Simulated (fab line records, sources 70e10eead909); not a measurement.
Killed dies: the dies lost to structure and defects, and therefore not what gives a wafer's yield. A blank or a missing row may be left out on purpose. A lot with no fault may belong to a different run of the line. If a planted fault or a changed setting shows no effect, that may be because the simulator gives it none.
Which tool was responsible? / flow nand-harc / 39 wafers from 13 lots sampled at 6 of the route's 1159 steps

## WHAT THE GAUGES SHOWED, per wafer
NHARC_P_ZERO_WELL_CD_MEAS_52: target cd 2000 nm. Usual: 2000.3 nm for cd-nm, sd 1.7.
lot=L929; measured=day 1 17:47; on=cd-sem-01; cd-nm (nm)=2000.7 2000.7 1999.5; flag=
lot=L931; measured=day 2 05:47; on=cd-sem-02; cd-nm (nm)=2001.8 2002.6 1999.9; flag=
lot=L932; measured=day 2 11:54; on=cd-sem-01; cd-nm (nm)=1999.7 2001.3 2000.0; flag=
lot=L933; measured=day 2 17:49; on=cd-sem-01; cd-nm (nm)=1998.4 1998.3 2001.1; flag=
lot=L934; measured=day 2 23:41; on=cd-sem-03; cd-nm (nm)=2001.3 2000.2 2001.4; flag=
lot=L936; measured=day 3 12:26; on=cd-sem-03; cd-nm (nm)=1998.8 1999.0 2001.0; flag=
lot=L939; measured=day 4 05:44; on=cd-sem-01; cd-nm (nm)=2003.2 2003.9 2004.7; flag=
lot=L941; measured=day 4 17:53; on=cd-sem-01; cd-nm (nm)=1998.4 1996.6 1996.6; flag=
lot=L942; measured=day 4 23:44; on=cd-sem-03; cd-nm (nm)=2000.9 2001.8 2001.3; flag=
lot=L943; measured=day 5 05:47; on=cd-sem-01; cd-nm (nm)=1572.0 1572.2 1570.7; flag=OFF
lot=L947; measured=day 6 05:35; on=cd-sem-01; cd-nm (nm)=2001.2 2000.3 2000.7; flag=
lot=L951; measured=day 7 05:37; on=cd-sem-01; cd-nm (nm)=2002.3 2001.0 1999.4; flag=
lot=L952; measured=day 7 11:55; on=cd-sem-02; cd-nm (nm)=2000.6 1998.6 2002.2; flag=

NHARC_P_ZERO_WELL_INSPECT_43. Usual: 14 for raw-defect-count, sd 6.3.
lot=L929; measured=day 1 19:37; on=defect-inspect-02; raw-defect-count=7 19 18; flag=
lot=L931; measured=day 2 07:37; on=defect-inspect-01; raw-defect-count=17 11 17; flag=
lot=L932; measured=day 2 13:44; on=defect-inspect-02; raw-defect-count=7 8 9; flag=
lot=L933; measured=day 2 19:40; on=defect-inspect-02; raw-defect-count=6 5 26; flag=
lot=L934; measured=day 3 01:32; on=defect-inspect-02; raw-defect-count=10 11 17; flag=
lot=L936; measured=day 3 14:53; on=defect-inspect-01; raw-defect-count=26 17 27; flag=
lot=L939; measured=day 4 07:34; on=defect-inspect-02; raw-defect-count=17 8 9; flag=
lot=L941; measured=day 4 19:41; on=defect-inspect-01; raw-defect-count=13 22 29; flag=
lot=L942; measured=day 5 01:34; on=defect-inspect-02; raw-defect-count=20 20 21; flag=
lot=L943; measured=day 5 07:37; on=defect-inspect-01; raw-defect-count=9 17 13; flag=
lot=L947; measured=day 6 07:23; on=defect-inspect-01; raw-defect-count=17 25 19; flag=
lot=L951; measured=day 7 07:27; on=defect-inspect-01; raw-defect-count=3 5 8; flag=
lot=L952; measured=day 7 13:43; on=defect-inspect-01; raw-defect-count=13 10 15; flag=

NHARC_P_STI_CD_MEAS_16. Usual: 199.4 nm for cd-nm, sd 2.7.
lot=L929; measured=day 2 13:16; on=cd-sem-01; cd-nm (nm)=198.8 198.0 202.8; flag=
lot=L931; measured=day 3 02:19; on=cd-sem-01; cd-nm (nm)=199.5 198.0 198.5; flag=
lot=L932; measured=day 3 02:13; on=cd-sem-01; cd-nm (nm)=199.9 201.6 198.2; flag=
lot=L933; measured=day 3 12:14; on=cd-sem-03; cd-nm (nm)=202.7 202.2 200.0; flag=
lot=L934; measured=day 3 23:08; on=cd-sem-01; cd-nm (nm)=198.2 202.9 200.2; flag=
lot=L936; measured=day 4 11:08; on=cd-sem-03; cd-nm (nm)=201.9 199.5 197.6; flag=
lot=L939; measured=day 5 01:07; on=cd-sem-03; cd-nm (nm)=198.5 198.0 201.6; flag=
lot=L941; measured=day 5 13:14; on=cd-sem-03; cd-nm (nm)=203.2 203.5 201.4; flag=
lot=L942; measured=day 5 19:14; on=cd-sem-01; cd-nm (nm)=199.5 200.7 203.7; flag=
lot=L947; measured=day 7 01:56; on=cd-sem-02; cd-nm (nm)=203.4 199.7 201.9; flag=
lot=L951; measured=day 8 03:12; on=cd-sem-02; cd-nm (nm)=200.3 202.8 199.7; flag=
lot=L952; measured=day 8 09:09; on=cd-sem-02; cd-nm (nm)=194.1 200.4 198.7; flag=

NHARC_END_SORT_01. Usual: killed-at-array 27, standard deviation 11; killed-at-other 0.6, standard deviation 1; killed-at-periphery 3.0, standard deviation 2.1; killed-dies 31, standard deviation 12; killed-open 3.2, standard deviation 1.7; killed-short 1.7, standard deviation 1.4.
lot=L929; measured=day 20 06:16; on=prober-01; killed-at-array=23 23 21; killed-at-other=1 0 1; killed-at-periphery=1 2 1; killed-dies=25 25 23; killed-open=4 3 2; killed-short=1 1 1; flag=
lot=L943; measured=day 23 12:03; on=prober-02; killed-at-array=22 32 29; killed-at-other=0 1 1; killed-at-periphery=573 589 584; killed-dies=595 622 614; killed-open=4 6 7; killed-short=3 2 1; flag=OFF

## EACH LOT AND THE TOOL THAT RAN IT (in order: tool; ch and the chambers of the sampled wafers; start)
lot=L929; NHARC_P_ZERO_WELL_EXPOSE_49=krf-scanner-04 ch 0, day 1 17:38; NHARC_P_STI_ETCH_15=rie-si-06 ch 1,3, day 2 13:07
lot=L931; NHARC_P_ZERO_WELL_EXPOSE_49=krf-scanner-04 ch 0, day 2 05:38; NHARC_P_STI_ETCH_15=rie-si-04 ch 2,3, day 3 02:07
lot=L932; NHARC_P_ZERO_WELL_EXPOSE_49=krf-scanner-02 ch 0, day 2 11:44; NHARC_P_STI_ETCH_15=rie-si-01 ch 0,1,2, day 3 02:03
lot=L933; NHARC_P_ZERO_WELL_EXPOSE_49=krf-scanner-04 ch 0, day 2 17:40; NHARC_P_STI_ETCH_15=rie-si-04 ch 1,2,3, day 3 12:02
lot=L934; NHARC_P_ZERO_WELL_EXPOSE_49=krf-scanner-02 ch 0, day 2 23:32; NHARC_P_STI_ETCH_15=rie-si-06 ch 1,2,3, day 3 23:00
lot=L936; NHARC_P_ZERO_WELL_EXPOSE_49=krf-scanner-04 ch 0, day 3 12:17; NHARC_P_STI_ETCH_15=rie-si-01 ch 2,3, day 4 10:56
lot=L939; NHARC_P_ZERO_WELL_EXPOSE_49=krf-scanner-01 ch 0, day 4 05:35; NHARC_P_STI_ETCH_15=rie-si-04 ch 2,3, day 5 00:55
lot=L941; NHARC_P_ZERO_WELL_EXPOSE_49=krf-scanner-04 ch 0, day 4 17:44; NHARC_P_STI_ETCH_15=rie-si-01 ch 0,1,2, day 5 13:05
lot=L942; NHARC_P_ZERO_WELL_EXPOSE_49=krf-scanner-01 ch 0, day 4 23:35; NHARC_P_STI_ETCH_15=rie-si-04 ch 1,3, day 5 19:05
lot=L943; NHARC_P_ZERO_WELL_EXPOSE_49=krf-scanner-02 ch 0, day 5 05:38; NHARC_P_STI_ETCH_15=-
lot=L947; NHARC_P_ZERO_WELL_EXPOSE_49=krf-scanner-02 ch 0, day 6 05:25; NHARC_P_STI_ETCH_15=rie-si-04 ch 1,2, day 7 01:45
lot=L951; NHARC_P_ZERO_WELL_EXPOSE_49=krf-scanner-04 ch 0, day 7 05:28; NHARC_P_STI_ETCH_15=rie-si-01 ch 1,3, day 8 03:02
lot=L952; NHARC_P_ZERO_WELL_EXPOSE_49=krf-scanner-02 ch 0, day 7 11:45; NHARC_P_STI_ETCH_15=rie-si-06 ch 0,1,3, day 8 09:00
- NHARC_P_ZERO_WELL_EXPOSE_49: exposes mask P HVPW, target cd 2000 nm.
- NHARC_P_STI_ETCH_15: etches the open film in HBr/Cl2, target depth 300 nm, time 100.1 s.

## WHAT THE TOOLS THEMSELVES READ (means of the sampled wafers that have a number; where no wafer has one, the mark that the record gives instead)
NHARC_P_ZERO_WELL_EXPOSE_49. Usual: focus-offset-nm 0.0 nm, standard deviation 0.52; reticle-temp-C 23.00 C, standard deviation 0.094.
lot=L929; tool=krf-scanner-04; focus-offset-nm (nm)=-0.1; reticle-temp-C (C)=22.93; flag=
lot=L931; tool=krf-scanner-04; focus-offset-nm (nm)=0.1; reticle-temp-C (C)=23.01; flag=
lot=L932; tool=krf-scanner-02; focus-offset-nm (nm)=0.6; reticle-temp-C (C)=22.96; flag=
lot=L933; tool=krf-scanner-04; focus-offset-nm (nm)=0.5; reticle-temp-C (C)=22.93; flag=
lot=L934; tool=krf-scanner-02; focus-offset-nm (nm)=0.3; reticle-temp-C (C)=22.92; flag=
lot=L936; tool=krf-scanner-04; focus-offset-nm (nm)=0.5; reticle-temp-C (C)=23.02; flag=
lot=L939; tool=krf-scanner-01; focus-offset-nm (nm)=-0.1; reticle-temp-C (C)=23.04; flag=
lot=L941; tool=krf-scanner-04; focus-offset-nm (nm)=0.4; reticle-temp-C (C)=23.08; flag=
lot=L942; tool=krf-scanner-01; focus-offset-nm (nm)=-0.2; reticle-temp-C (C)=23.00; flag=
lot=L943; tool=krf-scanner-02; focus-offset-nm (nm)=0.3; reticle-temp-C (C)=23.02; flag=
lot=L947; tool=krf-scanner-02; focus-offset-nm (nm)=0.5; reticle-temp-C (C)=22.97; flag=
lot=L951; tool=krf-scanner-04; focus-offset-nm (nm)=-0.3; reticle-temp-C (C)=23.02; flag=
lot=L952; tool=krf-scanner-02; focus-offset-nm (nm)=-0.0; reticle-temp-C (C)=23.12; flag=

NHARC_P_STI_ETCH_15. Usual: drypump-motor-current-A 5.7 A, standard deviation 0.47; oes-product-au 1.000 a.u., standard deviation 0.012; throttle-valve-pct 26.406 %, standard deviation 0.0088.
lot=L929; tool=rie-si-06; drypump-motor-current-A (A)=5.4; oes-product-au (a.u.)=1.008; throttle-valve-pct (%)=26.409; flag=
lot=L931; tool=rie-si-04; drypump-motor-current-A (A)=5.7; oes-product-au (a.u.)=0.998; throttle-valve-pct (%)=26.405; flag=
lot=L932; tool=rie-si-01; drypump-motor-current-A (A)=5.8; oes-product-au (a.u.)=1.005; throttle-valve-pct (%)=26.415; flag=
lot=L933; tool=rie-si-04; drypump-motor-current-A (A)=5.4; oes-product-au (a.u.)=0.997; throttle-valve-pct (%)=26.398; flag=
lot=L934; tool=rie-si-06; drypump-motor-current-A (A)=5.7; oes-product-au (a.u.)=1.010; throttle-valve-pct (%)=26.398; flag=
lot=L936; tool=rie-si-01; drypump-motor-current-A (A)=6.1; oes-product-au (a.u.)=1.002; throttle-valve-pct (%)=26.412; flag=
lot=L939; tool=rie-si-04; drypump-motor-current-A (A)=5.3; oes-product-au (a.u.)=0.982; throttle-valve-pct (%)=26.407; flag=
lot=L941; tool=rie-si-01; drypump-motor-current-A (A)=5.8; oes-product-au (a.u.)=1.001; throttle-valve-pct (%)=26.406; flag=
lot=L942; tool=rie-si-04; drypump-motor-current-A (A)=5.0; oes-product-au (a.u.)=0.985; throttle-valve-pct (%)=26.408; flag=
lot=L947; tool=rie-si-04; drypump-motor-current-A (A)=5.7; oes-product-au (a.u.)=1.004; throttle-valve-pct (%)=26.398; flag=
lot=L951; tool=rie-si-01; drypump-motor-current-A (A)=6.1; oes-product-au (a.u.)=1.002; throttle-valve-pct (%)=26.403; flag=
lot=L952; tool=rie-si-06; drypump-motor-current-A (A)=5.8; oes-product-au (a.u.)=1.002; throttle-valve-pct (%)=26.408; flag=

## THE ANSWER, worked out from the rows above alone
Rule: a lot is off if the mean of its wafers that have a number lies more than 3 standard deviations from the usual mean. A lot without any number at a reading at which 4 lots or more have one is off too. Where the step has rows for the other lots, those lots are counted as sound. First the gauges in route order, then the tools' own readings, where a lot's mean is used as printed above. The first step at which some lot is off is used, and at that step the reading that is off furthest; a lot without a number counts as furthest.
Off at NHARC_P_ZERO_WELL_CD_MEAS_52 (cd-nm): L943.
If a tool, at a process step before that reading, ran all the lots that are off and no sound lot after the first of them, it fits. Not tried: the gauges at NHARC_P_ZERO_WELL_CD_MEAS_52; whatever is off there is also off at NHARC_END_SORT_01, on other tools, and gauge error can't account for it. Not one of the candidates tried fits.

## WHAT THE SIMULATOR HAD PUT IN
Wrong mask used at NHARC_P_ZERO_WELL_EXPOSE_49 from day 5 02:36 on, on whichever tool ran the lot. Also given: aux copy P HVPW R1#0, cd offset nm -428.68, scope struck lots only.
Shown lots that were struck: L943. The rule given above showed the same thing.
